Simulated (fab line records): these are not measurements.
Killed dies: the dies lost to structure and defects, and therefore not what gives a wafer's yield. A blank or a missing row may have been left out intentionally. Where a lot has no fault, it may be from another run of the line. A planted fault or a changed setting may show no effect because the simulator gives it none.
fab line records	flow n5_finfet
record lots=10	wafers=30	last_day=18
route steps=1938 shown BEOL_M9@1439
lots untouched by any fault: they come from a run of this same line in which no faults occurred
start_h: hours from the record's opening day to when the first of the lot's shown wafers began	wait_h: time in hours since the lot's previous step	" unchanged from the row above	L1.1+2: one row covering several wafers at once	- no value present, or no start provided	* or withheld: withheld	< > ~ a bound
route shown NAME@n: names a module that has steps shown in the file, with the first one's number in the route	usual: mean and standard deviation over wafers with no fault	same: alike in all rows	chamber/n: place in a boat	sites: per-site readings	_std_site: the values' standard deviation	_edge_site: outer sites' mean less inner sites'	radius_mm: how far each site lies from the wafer's centre	mask NAME#n: copy n	behind: the tool/chamber that last shaped the wafer	hold: why the lot was held/for how many hours/how that ended	device: names the non-switching transistor (n, p or np)	end of line: tests of these same wafers at the route's end	step lacking rows: just its recipe	killed: dies that structure and defects cost at the first sort, which is not the same as the wafer's yield	map: per-die view of a wafer (x killed, . not killed, _ where there is no die)
set.NAME: the setting as run; set.NAME@STEP: as run at that earlier step	model.NAME: the simulator's own value behind a step, which no gauge read
one table for each step of the route and one row for each wafer, over a sample of lots
services: a tool's chamber out of use, with start hour (start_h, from the record's first day; less than 0 if before it), hours out, and reason
## steps
# step N5_BEOL_M9_ETCH_65
# recipe chemistry=CF4	target=SiARC	target_depth_a=156	mask_material=CAR-EUV	time_s=26	ion_energy_ev=80	pressure_mtorr=40	source_w=545	bias_w=36	Ar_flow_sccm=100	cf4_flow_sccm=100	ends=cleared
# usual drypump_motor_current_A=5.9/0.58	etch_rf_on_time_s=26.3/0.75	oes_product_au=0.70/0.074	rf_vpp_V=184.2/1.3	showerhead_plenum_p_Torr=2.16/0.068	throttle_valve_pct=15.57/0.23
lot.wafer	tool	chamber	start_h	wait_h	drypump_motor_current_A	etch_rf_on_time_s	oes_product_au	rf_hours_counter_h	rf_vpp_V	showerhead_plenum_p_Torr	throttle_valve_pct
L495.2	rie_diel-05	0	205.27	0.0	5.4	25.7	0.61	216	184.5	2.20	15.59
L495.3	"	3	"	"	6.4	26.4	0.68	105	182.2	2.06	15.49
L495.6	"	2	"	"	6.5	26.0	0.76	-	183.6	2.11	15.58
L496.2	rie_diel-02	1	213.86	0.0	6.2	26.8	0.77	9	183.5	2.11	15.48
L496.5	"	2	"	"	6.7	27.0	0.69	-	184.2	2.17	15.88
L496.6	"	3	"	"	6.5	26.5	0.65	-	182.9	2.13	15.71
L499.1	rie_diel-05	3	219.22	0.0	6.4	26.7	0.67	110	184.7	2.06	15.50
L499.3	"	1	"	"	5.6	26.2	0.65	149	183.1	2.07	15.53
L499.5	"	0	"	"	5.4	25.6	0.60	-	184.5	2.20	15.61
L501.1	rie_diel-04	0	245.47	0.0	5.4	26.3	0.80	9	184.3	2.18	15.63
L501.3	"	2	"	"	5.7	26.0	0.58	262	184.3	2.20	15.71
L501.4	"	1	"	"	5.4	25.7	0.82	1	184.5	2.20	15.18
L503.2	rie_diel-02	2	255.87	0.0	6.7	27.1	0.67	96	183.0	2.16	15.93
L503.4	"	0	"	"	5.0	24.3	0.84	14	186.0	2.27	15.29
L503.6	"	1	"	"	6.2	26.8	0.75	-	183.6	2.11	15.52
L507.1	rie_diel-05	0	283.64	0.0	5.4	25.4	0.60	239	185.6	2.19	15.62
L507.2	"	1	"	"	5.6	25.8	0.64	167	182.1	2.06	15.58
L507.5	"	1	"	"	5.6	25.8	0.64	-	182.1	2.06	15.56
L513.2	rie_diel-02	3	320.08	0.0	6.5	27.0	0.62	197	183.5	2.12	15.78
L513.4	"	0	"	"	5.0	24.8	0.79	33	185.1	2.26	15.32
L513.6	"	3	"	"	6.5	27.1	0.61	-	185.0	2.12	15.77
L514.2	rie_diel-02	0	333.38	0.0	5.0	24.7	0.81	35	185.5	2.26	15.32
L514.5	"	3	"	"	6.4	27.0	0.62	-	183.6	2.12	15.81
L514.6	"	0	"	"	5.0	24.7	0.80	-	185.7	2.26	15.30
L517.2	rie_diel-05	1	341.06	0.0	5.6	26.0	0.63	185	182.8	2.05	15.59
L517.3	"	2	"	"	6.4	26.1	0.71	82	183.2	2.10	15.65
L517.4	"	3	"	"	6.4	26.6	0.64	-	182.7	2.05	15.58
L518.1	rie_diel-02	1	365.81	0.0	6.1	26.7	0.69	54	184.0	2.10	15.55
L518.2	"	2	"	"	6.7	27.0	0.65	130	184.6	2.15	16.00
L518.6	"	2	"	"	6.7	26.8	0.65	-	181.9	2.15	15.99
# step N5_BEOL_M9_ETCH_41
# recipe chemistry=CH3F/O2	target=SiCN	target_depth_a=366	taper_deg=2	time_s=70.1	ion_energy_ev=120	mask_material=TiN	pressure_mtorr=30	source_w=395	bias_w=75	Ar_flow_sccm=150	CH3F_flow_sccm=30	O2_flow_sccm=20
# usual drypump_motor_current_A=5.9/0.58	oes_product_au=0.82/0.086	rf_vpp_V=297.6/1.6	showerhead_plenum_p_Torr=2.02/0.065	throttle_valve_pct=16.27/0.24
lot.wafer	tool	chamber	start_h	wait_h	drypump_motor_current_A	oes_product_au	rf_hours_counter_h	rf_vpp_V	showerhead_plenum_p_Torr	throttle_valve_pct
L495.2	rie_diel-05	0	-	-	5.4	0.70	216	298.7	2.05	16.28
L495.3	"	3	"	"	6.3	0.79	106	296.2	1.92	16.15
L495.6	"	2	"	"	6.5	0.88	-	296.5	1.96	16.26
L496.2	rie_diel-02	1	-	-	6.2	0.92	9	296.8	1.97	16.22
L496.5	"	2	"	"	6.7	0.81	-	298.6	2.02	16.57
L496.6	"	3	"	"	6.4	0.76	-	297.5	1.99	16.44
L499.1	rie_diel-05	3	-	-	6.3	0.78	110	296.8	1.92	16.18
L499.3	"	1	"	"	5.6	0.75	149	294.9	1.93	16.24
L499.5	"	0	"	"	5.5	0.70	-	298.4	2.05	16.28
L501.1	rie_diel-04	0	-	-	5.4	0.94	9	298.0	2.04	16.36
L501.3	"	2	"	"	5.7	0.68	262	297.4	2.06	16.46
L501.4	"	1	"	"	5.3	0.98	1	297.9	2.06	15.87
L503.2	rie_diel-02	2	-	-	6.7	0.79	96	298.7	2.02	16.60
L503.4	"	0	"	"	5.0	0.97	14	299.9	2.11	15.92
L503.6	"	1	"	"	6.2	0.87	-	296.2	1.97	16.23
L507.1	rie_diel-05	0	-	-	5.5	0.69	239	299.2	2.05	16.33
L507.2	"	1	"	"	5.6	0.74	167	295.6	1.92	16.26
L507.5	"	1	"	"	5.6	0.74	-	295.9	1.92	16.27
L513.2	rie_diel-02	3	-	-	6.5	0.73	197	296.9	1.98	16.51
L513.4	"	0	"	"	5.0	0.92	33	300.3	2.10	15.95
L513.6	"	3	"	"	6.5	0.72	-	294.8	1.98	16.49
L514.2	rie_diel-02	0	-	-	5.0	0.92	35	299.9	2.10	15.97
L514.5	"	3	"	"	6.5	0.72	-	296.1	1.98	16.51
L514.6	"	0	"	"	5.1	0.92	-	300.5	2.10	15.95
L517.2	rie_diel-05	1	-	-	5.6	0.72	185	294.1	1.91	16.29
L517.3	"	2	"	"	6.5	0.83	82	295.0	1.95	16.34
L517.4	"	3	"	"	6.3	0.74	-	296.4	1.91	16.24
L518.1	rie_diel-02	1	-	-	6.2	0.83	55	296.5	1.96	16.31
L518.2	"	2	"	"	6.7	0.77	130	297.3	2.00	16.68
L518.6	"	2	"	"	6.7	0.76	-	299.6	2.00	16.66
# step N5_BEOL_M9_STRIP_80
# recipe chemistry=N2/H2	time_s=10	power_w=450	temp_c=40	pressure_mtorr=20	rf_frequency_hz=6e+07	bias_power_w=7	n2_flow_sccm=200	h2_flow_sccm=200
# usual drypump_motor_current_A=5.9/0.58	n2_flow_sccm=200.0/0.65	oes_product_au=0.83/0.085	rf_vpp_V=59.2/0.84	showerhead_plenum_p_Torr=2.56/0.084	throttle_valve_pct=23.65/0.29
lot.wafer	tool	chamber	start_h	wait_h	drypump_motor_current_A	n2_flow_sccm	oes_product_au	rf_hours_counter_h	rf_vpp_V	showerhead_plenum_p_Torr	throttle_valve_pct
L495.2	rie_diel-05	0	-	-	5.5	200.2	0.71	216	60.0	2.62	23.93
L495.3	"	3	"	"	6.4	200.9	0.78	106	59.4	2.45	23.72
L495.6	"	2	"	"	6.5	199.1	0.89	-	58.3	2.48	23.41
L496.2	rie_diel-02	1	-	-	6.2	199.5	0.94	9	58.7	2.49	23.94
L496.5	"	2	"	"	6.7	200.1	0.82	-	59.3	2.56	23.93
L496.6	"	3	"	"	6.5	200.0	0.76	-	59.2	2.53	23.60
L499.1	rie_diel-05	3	-	-	6.4	198.5	0.79	110	58.8	2.45	23.73
L499.3	"	1	"	"	5.6	199.8	0.76	149	58.8	2.44	23.51
L499.5	"	0	"	"	5.5	199.8	0.71	-	59.9	2.62	23.95
L501.1	rie_diel-04	0	-	-	5.4	200.0	0.94	9	60.8	2.59	24.05
L501.3	"	2	"	"	5.7	199.1	0.67	262	58.4	2.59	23.56
L501.4	"	1	"	"	5.4	199.8	0.97	1	59.3	2.61	23.61
L503.2	rie_diel-02	2	-	-	6.8	199.1	0.80	97	58.5	2.56	23.94
L503.4	"	0	"	"	5.0	201.1	0.97	14	60.1	2.69	23.37
L503.6	"	1	"	"	6.2	199.6	0.89	-	58.1	2.49	23.94
L507.1	rie_diel-05	0	-	-	5.4	200.2	0.69	239	59.2	2.61	23.94
L507.2	"	1	"	"	5.6	200.3	0.75	167	58.0	2.43	23.55
L507.5	"	1	"	"	5.6	200.1	0.75	-	58.0	2.43	23.55
L513.2	rie_diel-02	3	-	-	6.5	200.3	0.74	197	59.3	2.52	23.65
L513.4	"	0	"	"	5.1	201.0	0.92	33	59.6	2.68	23.38
L513.6	"	3	"	"	6.5	199.5	0.73	-	58.7	2.52	23.63
L514.2	rie_diel-02	0	-	-	5.0	199.9	0.93	35	58.7	2.68	23.40
L514.5	"	3	"	"	6.5	200.6	0.74	-	60.0	2.52	23.64
L514.6	"	0	"	"	5.0	199.8	0.93	-	59.4	2.68	23.39
L517.2	rie_diel-05	1	-	-	5.6	199.8	0.72	185	60.0	2.42	23.55
L517.3	"	2	"	"	6.5	199.5	0.84	82	58.3	2.47	23.45
L517.4	"	3	"	"	6.3	200.5	0.75	-	58.9	2.43	23.78
L518.1	rie_diel-02	1	-	-	6.2	200.2	0.85	55	59.7	2.47	23.98
L518.2	"	2	"	"	6.7	199.9	0.77	130	59.0	2.54	23.99
L518.6	"	2	"	"	6.7	199.4	0.77	-	59.4	2.54	23.98
# step N5_BEOL_M9_CVD_78
# recipe material=Co	target_thk_a=20	temp_c=withheld	precursor=CCTBA/H2	pressure_torr=30	time_s=138.9
# usual run_length_s=161.7/0.61
lot.wafer	tool	chamber	start_h	wait_h	run_length_s	since_wet_clean_h
L495.2	cvd_co-02	2	207.20	0.2	160.5	508
L495.3	"	1	"	"	162.1	71
L495.6	"	1	"	"	161.9	-
L496.2	cvd_co-01	1	215.55	0.1	160.6	1194
L496.5	"	2	"	"	161.9	-
L496.6	"	0	"	"	161.8	-
L499.1	cvd_co-02	1	220.97	0.0	162.2	84
L499.3	"	0	"	"	161.9	981
L499.5	"	0	"	"	161.5	-
L501.1	cvd_co-02	2	247.18	0.3	160.5	548
L501.3	"	1	"	"	162.1	111
L501.4	"	2	"	"	160.9	-
L503.2	cvd_co-01	0	257.84	0.0	161.7	799
L503.4	"	0	"	"	162.2	-
L503.6	"	2	"	"	161.6	-
L507.1	cvd_co-02	1	285.49	0.0	162.9	149
L507.2	"	0	"	"	161.7	1046
L507.5	"	0	"	"	162.0	-
L513.2	cvd_co-02	1	323.40	0.3	163.6	187
L513.4	"	1	"	"	163.7	-
L513.6	"	0	"	"	161.6	-
L514.2	cvd_co-02	2	336.05	0.1	160.7	637
L514.5	"	1	"	"	163.7	-
L514.6	"	2	"	"	160.8	-
L517.2	cvd_co-01	2	342.76	0.1	161.9	424
L517.3	"	0	"	"	162.3	-
L517.4	"	2	"	"	162.2	-
L518.1	cvd_co-01	0	367.28	0.1	161.6	909
L518.2	"	1	"	"	161.4	12
L518.6	"	1	"	"	160.7	-
## services
tool	chamber	start_h	hours	kind
rie_diel-04	0	184.42	-	clean
rie_diel-04	0	184.42	-	consumable_replace:esc
rie_diel-04	0	184.42	-	consumable_replace:focus_ring
rie_diel-04	0	184.42	36.4	scheduled_down
rie_diel-04	0	184.42	36.4	vent_cycle
rie_diel-02	0	191.04	-	clean
rie_diel-02	0	191.04	-	consumable_replace:focus_ring
rie_diel-02	0	191.04	-	consumable_replace:showerhead
rie_diel-02	0	191.04	13.5	scheduled_down
rie_diel-02	0	191.04	13.5	vent_cycle
rie_diel-04	1	220.95	-	clean
rie_diel-04	1	220.95	-	consumable_replace:focus_ring
rie_diel-04	1	220.95	21.6	scheduled_down
rie_diel-04	1	220.95	21.6	vent_cycle
cvd_co-01	1	257.55	8.4	repair
rie_diel-04	2	265.06	-	clean
rie_diel-02	0	324.30	6.3	repair
rie_diel-05	0	324.47	-	clean
rie_diel-05	0	324.47	-	consumable_replace:focus_ring
rie_diel-05	0	324.47	21.5	scheduled_down
rie_diel-05	0	324.47	21.5	vent_cycle
cvd_co-01	1	333.41	-	clean
cvd_co-01	1	333.41	22.0	scheduled_down
cvd_co-01	1	333.41	22.0	vent_cycle
## key
first_sign step=N5_BEOL_M9_CVD_78	reading=run_length_s	direction=up	sigmas=3.3	usual=*	struck=*
effect none on later readings
met_at N5_BEOL_M9_CVD_78
struck_lots L513,L514
struck_wafers L513.2,L513.4,L514.5
not_acting_at N5_BEOL_M9_ETCH_65,N5_BEOL_M9_ETCH_41,N5_BEOL_M9_STRIP_80
onset_between 285.49 323.40
fault kind=process_parameter_drift	tool=cvd_co-02	chamber=1	onset_h=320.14	steps=N5_BEOL_M9_CVD_78	channel=time_s	offset=*	shape=step	end_h=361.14	acts_in=*	stated=*
